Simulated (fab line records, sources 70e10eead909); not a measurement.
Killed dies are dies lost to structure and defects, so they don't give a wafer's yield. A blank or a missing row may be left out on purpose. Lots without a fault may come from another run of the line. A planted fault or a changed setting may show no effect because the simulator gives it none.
fab line records | flow nand_harc
record lots=12 wafers=36 last_day=26
route steps=1159 shown P_ZERO_WELL@19 P_STI@73 P_GATE@145 END@1159
lots that met no fault: from a run of the same line without faults
start_h: hours from the record's first day to the start of the lot's first wafer shown | wait_h: hours since the lot's step before | " the same as in the row above | L1.1+2: a row that stands for several wafers | - no value, or no start given | * or withheld: withheld | < > ~ a bound
route shown NAME@n: a module of which the file shows steps, and the number in the route of the first | usual: mean/standard deviation of fault-free wafers | same: alike in all rows | chamber/n: place in a boat | sites: the reading at each site | _std_site: their standard deviation | _edge_site: outer sites' mean less inner sites' | radius_mm: how far each site lies from the wafer's centre | mask NAME#n: copy n | behind: the tool/chamber that last shaped the wafer | hold: why the lot was held/for how many hours/how that ended | device: the transistor (n, p or np) that didn't switch | end of line: the same wafers' tests at the end of the route | a step without rows: its recipe alone | killed: dies lost to structure and defects at the first sort, not the wafer's yield | map: a wafer's dies, x killed, . not, _ none there
set.NAME: the setting as run; set.NAME@STEP: as run at that earlier step | model.NAME: the simulator's own value behind a step, which no gauge read
steps of the route over a sample of lots; a table a step, a row a wafer
services: from which hour (start_h, from the record's first day; less than 0 if before it) a tool's chamber was out of use, for how many hours, and why
## steps
# step NHARC_P_ZERO_WELL_ETCH_63
# recipe target_depth_a=1200 time_s=40.1 hbr_flow_sccm=150 cl2_flow_sccm=50 rf_w=400 icp_w=400 bias_w=100 chemistry=HBr/Cl2
# usual drypump_motor_current_A=5.8/0.59 oes_product_au=1.000/0.013 throttle_valve_pct=26.407/0.0093
# columns lot.wafer tool chamber start_h wait_h drypump_motor_current_A oes_product_au rf_hours_counter_h throttle_valve_pct
L841.4 rie_si-04 0 13.73 - 6.5 0.981 0.7 26.408
L841.2 " 2 " " 4.7 1.015 0.6 26.411
L841.6 " 0 " " 6.6 0.980 - 26.397
L842.1 rie_si-01 0 19.69 - 6.1 1.029 0.5 26.399
L842.3 " 1 " " 5.5 1.014 0.3 26.394
L842.6 " 3 " " 5.8 1.008 - 26.424
L843.1 rie_si-01 3 25.55 - 5.7 1.001 0.7 26.391
L843.2 " 1 " " 5.5 1.018 0.3 26.401
L843.6 " 2 " " 5.4 0.992 - 26.419
L846.4 rie_si-01 3 43.71 - 5.8 0.992 0.9 26.408
L846.1 " 0 " " 6.1 1.018 0.7 26.410
L846.6 " 2 " " 5.4 0.997 - 26.410
L847.1 rie_si-04 3 49.69 - 5.9 0.985 1.0 26.401
L847.2 " 0 " " 6.5 0.984 1.0 26.406
L847.4 " 2 " " 4.7 1.038 0.9 26.397
L848.2 rie_si-01 3 55.68 - 5.7 0.988 0.9 26.419
L848.4 " 0 " " 6.1 1.020 0.7 26.387
L848.6 " 1 " " 5.5 1.001 - 26.411
L849.4 rie_si-04 0 61.70 - 6.5 0.983 1.2 26.395
L849.6 " 1 " " 6.6 1.004 - 26.403
L849.5 " 2 " " 4.7 1.023 - 26.388
L850.2 rie_si-04 3 67.70 - 5.9 0.994 1.2 26.414
L850.5 " 0 " " 6.6 0.981 - 26.410
L850.6 " 1 " " 6.6 1.002 - 26.407
L859.2 rie_si-05 3 121.71 - 5.1 0.984 0.5 26.414
L859.4 " 2 " " 5.6 1.002 0.5 26.400
L859.6 " 3 " " 5.0 0.984 - 26.401
L862.1 rie_si-05 0 139.69 - 6.1 0.981 0.7 26.417
L862.3 " 1 " " 5.9 0.995 0.6 26.413
L862.6 " 2 " " 5.6 0.997 - 26.398
L863.4 rie_si-05 0 145.65 - 6.1 0.985 0.7 26.408
L863.1 " 3 " " 5.0 1.002 0.8 26.396
L863.5 " 1 " " 5.9 0.997 - 26.393
L864.4 rie_si-04 0 151.68 - 6.5 0.989 0.6 26.411
L864.3 " 1 " " 6.6 0.992 0.5 26.413
L864.6 " 3 " " 5.9 1.010 - 26.408
# step NHARC_P_ZERO_WELL_DESCUM_26
# recipe time_s=3 o2_flow_sccm=200 ar_flow_sccm=0 bias_power_w=0 chemistry=O2
# usual drypump_motor_current_A=5.7/0.56 oes_product_au=0.999/0.012 rf_vpp_V=57.9/0.83 showerhead_plenum_p_Torr=1.94/0.083 throttle_valve_pct=11.312/0.0081
# columns lot.wafer tool chamber start_h wait_h drypump_motor_current_A oes_product_au rf_hours_counter_h rf_vpp_V showerhead_plenum_p_Torr throttle_valve_pct
L841.2 rie_diel-03 2 14.80 - 5.3 0.995 10.9 56.4 1.97 11.317
L841.4 " 0 " " 5.6 1.026 9.9 58.6 2.07 11.317
L841.6 " 3 " " 6.4 1.019 - 56.5 1.88 11.317
L842.1 rie_diel-03 2 20.78 - 5.3 0.995 11.1 57.8 1.97 11.309
L842.3 " 0 " " 5.6 1.003 10.1 57.9 2.07 11.311
L842.6 " 2 " " 5.3 1.002 - 57.5 1.97 11.293
L843.2 rie_diel-11 2 26.64 - 6.5 1.004 0.6 58.2 1.95 11.305
L843.1 " 3 " " 6.6 0.992 0.3 58.8 1.97 11.312
L843.6 " 1 " " 5.8 0.996 - 57.4 1.99 11.309
L846.1 rie_diel-11 1 44.77 - 5.8 0.998 1.6 58.4 1.99 11.313
L846.4 " 2 " " 6.5 1.010 1.6 58.0 1.95 11.329
L846.6 " 1 " " 5.8 0.997 - 57.7 1.99 11.311
L847.2 rie_diel-10 3 50.77 - 5.0 0.996 3.5 59.1 2.06 11.311
L847.4 " 1 " " 5.7 0.984 4.0 58.1 1.85 11.321
L847.1 " 2 " " 5.3 0.987 4.2 57.4 1.83 11.291
L848.4 rie_diel-10 0 56.76 - 5.8 1.011 3.5 58.1 1.85 11.316
L848.2 " 2 " " 5.3 0.985 4.4 56.8 1.83 11.310
L848.6 " 3 " " 5.0 0.994 - 57.6 2.06 11.313
L849.4 rie_diel-10 0 62.78 - 5.8 1.016 3.5 57.8 1.85 11.307
L849.5 " 2 " " 5.3 0.992 - 57.0 1.83 11.320
L849.6 " 3 " " 5.0 0.999 - 58.9 2.06 11.311
L850.2 rie_diel-10 1 68.80 - 5.7 0.989 4.5 58.4 1.86 11.312
L850.6 " 2 " " 5.3 0.997 - 58.3 1.83 11.316
L850.5 " 3 " " 5.0 1.001 - 58.3 2.06 11.303
L859.2 rie_diel-03 1 122.85 - 6.1 1.018 6.5 56.4 1.82 11.325
L859.4 " 2 " " 5.3 1.004 - 58.9 1.96 11.316
L859.6 " 3 " " 6.4 0.985 - 57.6 1.88 11.321
L862.1 rie_diel-10 1 140.78 - 5.7 0.991 9.9 55.6 1.85 11.309
L862.3 " 2 " " 5.3 0.985 9.6 58.4 1.83 11.308
L862.6 " 3 " " 5.0 0.988 - 58.2 2.06 11.326
L863.1 rie_diel-03 2 146.63 - 5.3 0.992 7.3 57.6 1.96 11.309
L863.4 " 0 " " 5.6 1.038 5.3 58.5 2.07 11.318
L863.5 " 1 " " 6.1 1.016 - 56.4 1.82 11.307
L864.4 rie_diel-11 3 152.66 - 6.6 0.985 7.8 57.7 1.97 11.312
L864.3 " 0 " " 4.9 0.995 6.7 58.1 2.04 11.321
L864.6 " 2 " " 6.5 1.005 - 58.6 1.95 11.314
# step NHARC_P_STI_HM_DEP_30
# recipe target_thk_a=800 temp_c=790 pressure_mtorr=300 time_s=873 material=Si3N4
# columns lot.wafer tool chamber start_h wait_h
L841.2+4+6 lpcvd-01 1 27.44 3.6
L842.1+3+6 lpcvd-01 0 39.25 3.6
L843.1+2+6 lpcvd-01 0 39.25 3.6
L846.1+4+6 lpcvd-02 1 61.04 3.6
L847.1+2+4 lpcvd-02 1 68.31 3.6
L848.2+4+6 lpcvd-02 1 76.33 3.6
L849.4+5+6 lpcvd-02 0 76.33 3.6
L850.2+5+6 lpcvd-02 1 84.87 3.6
L859.2+4+6 lpcvd-01 0 140.11 3.6
L862.1+3+6 lpcvd-01 0 157.20 3.6
L863.1+4+5 lpcvd-02 0 162.84 3.6
L864.3+4+6 lpcvd-02 0 168.74 3.6
# step NHARC_P_STI_INSPECT_11
# usual raw_defect_count=6/3.3
# columns lot.wafer tool chamber start_h wait_h hold raw_defect_count
L841.2 defect_inspect-01 - 31.56 0.0 - 10
L841.4 " - " " - 7
L841.6 " - " " - 9
L843.1 defect_inspect-01 - 43.39 0.0 - 4
L843.2 " - " " - 5
L843.6 " - " " - 4
L842.1 defect_inspect-01 - 43.56 0.0 - 3
L842.3 " - " " - 6
L842.6 " - " " - 5
L846.1 defect_inspect-01 - 65.24 0.0 - 3
L846.4 " - " " - 4
L846.6 " - " " - 7
L847.1 defect_inspect-02 - 72.61 0.0 - 6
L847.2 " - " " - 3
L847.4 " - " " - 4
L848.2 defect_inspect-01 - 80.53 0.0 - 2
L848.4 " - " " - 10
L848.6 " - " " - 2
L849.4 defect_inspect-02 - 80.69 0.0 - 4
L849.5 " - " " - 2
L849.6 " - " " - 4
L850.2 defect_inspect-01 - 89.13 0.0 - 5
L850.5 " - " " - 5
L850.6 " - " " - 8
L859.2 defect_inspect-02 - 144.40 0.0 - 6
L859.4 " - " " - 7
L859.6 " - " " - 5
L862.1 defect_inspect-01 - 161.48 0.0 await_dispo/0.2h/release 15
L862.3 " - " " await_dispo/0.2h/release 13
L862.6 " - " " await_dispo/0.2h/release 29
L862.1 defect_inspect-01 - 161.66 0.2 - 17
L862.3 " - " " - 14
L862.6 " - " " - 32
L863.1 defect_inspect-01 - 166.93 0.0 - 8
L863.4 " - " " - 7
L863.5 " - " " - 9
L864.3 defect_inspect-01 - 172.96 0.0 - 8
L864.4 " - " " - 9
L864.6 " - " " - 8
# step NHARC_P_GATE_ETCH_104
# recipe target_depth_a=600 time_s=withheld cf4_flow_sccm=100 chf3_flow_sccm=30 ar_flow_sccm=0 rf_w=500 bias_w=200 chemistry=CF4/CHF3
# usual drypump_motor_current_A=5.7/0.33 oes_product_au=0.939/0.023 rf_vpp_V=370.4/2.5 showerhead_plenum_p_Torr=1.57/0.071 throttle_valve_pct=16.803/0.0097
# columns lot.wafer tool chamber start_h wait_h drypump_motor_current_A oes_product_au rf_vpp_V showerhead_plenum_p_Torr throttle_valve_pct
L841.4 rie_diel-08 3 82.21 0.1 5.4 0.921 374.6 1.69 16.801
L841.2 " 2 " " 5.1 0.930 370.8 1.59 16.808
L841.6 " 0 " " 5.7 0.892 371.6 1.61 16.807
L842.1 rie_diel-08 0 97.50 0.1 5.7 0.910 371.8 1.61 16.808
L842.3 " 2 " " 5.1 0.935 371.1 1.59 16.812
L842.6 " 0 " " 5.6 0.907 371.1 1.61 16.824
L843.1 rie_diel-13 0 98.06 0.1 5.9 0.916 366.0 1.48 16.800
L843.2 " 1 " " 6.1 0.919 369.7 1.59 16.817
L843.6 " 3 " " 5.5 0.921 366.8 1.48 16.802
L846.4 rie_diel-13 2 112.50 0.1 5.3 0.955 369.3 1.57 16.807
L846.1 " 0 " " 5.9 0.973 366.7 1.48 16.800
L846.6 " 3 " " 5.5 0.963 368.4 1.48 16.802
L847.1 rie_diel-07 1 124.56 0.1 5.9 0.940 372.9 1.61 16.772
L847.2 " 2 " " 6.3 0.943 367.0 1.46 16.792
L847.4 " 2 " " 6.3 0.941 367.0 1.46 16.806
L848.2 rie_diel-07 3 132.41 0.1 5.7 0.955 373.0 1.62 16.811
L848.6 " 1 " " 5.8 0.938 371.1 1.60 16.821
L848.4 " 2 " " 6.3 0.940 365.7 1.46 16.791
L849.4 rie_diel-07 1 132.67 0.2 5.9 0.937 371.2 1.60 16.811
L849.5 " 2 " " 6.3 0.941 365.7 1.46 16.794
L849.6 " 3 " " 5.8 0.948 372.6 1.62 16.797
L850.2 rie_diel-07 1 144.62 0.1 5.9 0.952 370.7 1.60 16.793
L850.6 " 1 " " 5.9 0.945 371.5 1.60 16.793
L850.5 " 2 " " 6.3 0.957 365.8 1.46 16.808
L859.2 rie_diel-08 3 196.73 0.1 5.4 0.924 373.3 1.68 16.795
L859.4 " 0 " " 5.7 0.906 372.6 1.60 16.822
L859.6 " 1 " " 5.8 0.891 371.3 1.58 16.811
L862.3 rie_diel-13 1 220.26 0.1 6.1 0.944 370.4 1.58 16.803
L862.1 " 3 " " 5.5 0.956 366.9 1.47 16.805
L862.6 " 1 " " 6.1 0.943 371.9 1.58 16.803
L863.4 rie_diel-08 3 220.91 0.1 5.5 0.965 375.1 1.68 16.812
L863.1 " 1 " " 5.9 0.958 370.5 1.58 16.814
L863.5 " 3 " " 5.5 0.974 373.4 1.68 16.786
L864.3 rie_diel-07 1 221.05 0.1 5.8 0.933 372.5 1.60 16.784
L864.4 " 2 " " 6.3 0.916 366.6 1.45 16.797
L864.6 " 2 " " 6.3 0.923 367.2 1.45 16.797
# step NHARC_END_SORT_01
# recipe temp_c=25
# usual killed_at_array=25/7.8 killed_at_other=0.6/0.81 killed_at_periphery=3.3/2.2 killed_dies=29/8.2 killed_open=3.5/1.9 killed_short=1.8/1.3
# same gross_dies=677
# columns lot.wafer tool chamber start_h wait_h killed_at_array killed_at_other killed_at_periphery killed_dies killed_open killed_short
L862.1 prober-01 0 614.21 2.5 27 0 13 40 2 2
L862.3 prober-01 0 615.78 3.1 18 1 7 26 2 2
L862.6 prober-01 0 618.14 3.9 21 0 16 37 6 1
# killed by level:class
L862.1 A_CONTACT:chamber_film_flake=11 P_STI:unspecified=10 A_CHANNEL_HOLE_D1:chamber_film_flake=8 A_STAIRCASE:chamber_film_flake=6 P_M1:geometric_particle:open=1 P_M1:geometric_particle:short=1 A_CONTACT:geometric_particle:open=1 A_M1:geometric_particle:short=1
L862.3 A_CONTACT:chamber_film_flake=8 P_STI:unspecified=7 A_CHANNEL_HOLE_D1:chamber_film_flake=4 A_CHANNEL_HOLE_D1:geometric_particle:open=1 A_CHANNEL_FILL_D1:geometric_particle:short=1 A_SGD_CUT:geometric_particle:short=1 STARTING-WAFER:geometric_particle:open=1 A_ZERO_WELL:chamber_film_flake=1
L862.6 P_STI:unspecified=13 A_CONTACT:chamber_film_flake=10 A_STAIRCASE:chamber_film_flake=4 A_CHANNEL_HOLE_D1:chamber_film_flake=2 P_GATE:geometric_particle:short=1 P_M0:geometric_particle:open=1 P_M1:geometric_particle:open=1 A_CHANNEL_FILL_D1:geometric_particle:open=1
## services
# columns tool chamber start_h hours kind
rie_si-01 1 -4.86 22.4 repair
rie_diel-10 - -0.50 9.0 pm
rie_diel-03 - 22.27 1.0 repair
rie_diel-03 - 38.30 9.0 pm
rie_diel-07 - 51.65 9.0 pm
rie_si-04 3 52.03 1.1 repair
rie_diel-07 1 63.48 14.1 repair
rie_si-01 3 80.84 4.3 repair
rie_diel-07 - 85.81 1.0 repair
rie_si-04 - 99.00 9.0 pm
rie_diel-03 - 101.96 1.0 repair
rie_si-01 - 103.83 0.2 repair
rie_diel-07 3 111.06 4.6 repair
rie_diel-03 0 111.83 30.8 repair
rie_si-04 3 115.64 1.8 repair
rie_diel-07 0 119.60 16.2 repair
rie_diel-08 - 124.80 9.0 pm
rie_si-01 - 127.00 9.0 pm
rie_si-04 1 127.05 1.3 repair
rie_diel-10 2 161.02 4.8 repair
rie_diel-10 0 165.64 6.9 repair
rie_si-04 3 173.02 4.4 repair
rie_diel-10 - 176.50 9.0 pm
lpcvd-02 - 199.17 0.5 repair
## key
first_sign step=NHARC_P_STI_INSPECT_11 reading=visit direction=added
effect step=NHARC_P_STI_INSPECT_11 reading=raw_defect_count direction=up sigmas=3.9 usual=6 struck=19
effect step=NHARC_END_SORT_01 reading=killed_at_periphery direction=up sigmas=4 usual=3.3 struck=12
met_at NHARC_P_STI_HM_DEP_30
struck_lots L862
struck_wafers L862.1,L862.3,L862.6
tester_left_out L862
not_acting_at NHARC_P_ZERO_WELL_ETCH_63,NHARC_P_ZERO_WELL_DESCUM_26,NHARC_P_GATE_ETCH_104
onset_between 140.11 157.20
fault kind=chamber_particle_source tool=lpcvd-01 chamber=0 onset_h=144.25 steps=NHARC_P_STI_HM_DEP_30 rate_per_visit_cm2=0.015013 end_h=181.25
# tester_left_out: of these lots the tester's yield and bins aren't shown, on N5 and GAA mostly nor the transistor test; their killed dies are dies lost to structure and defects alone, not to doping, threshold or leakage, so they don't give the yield
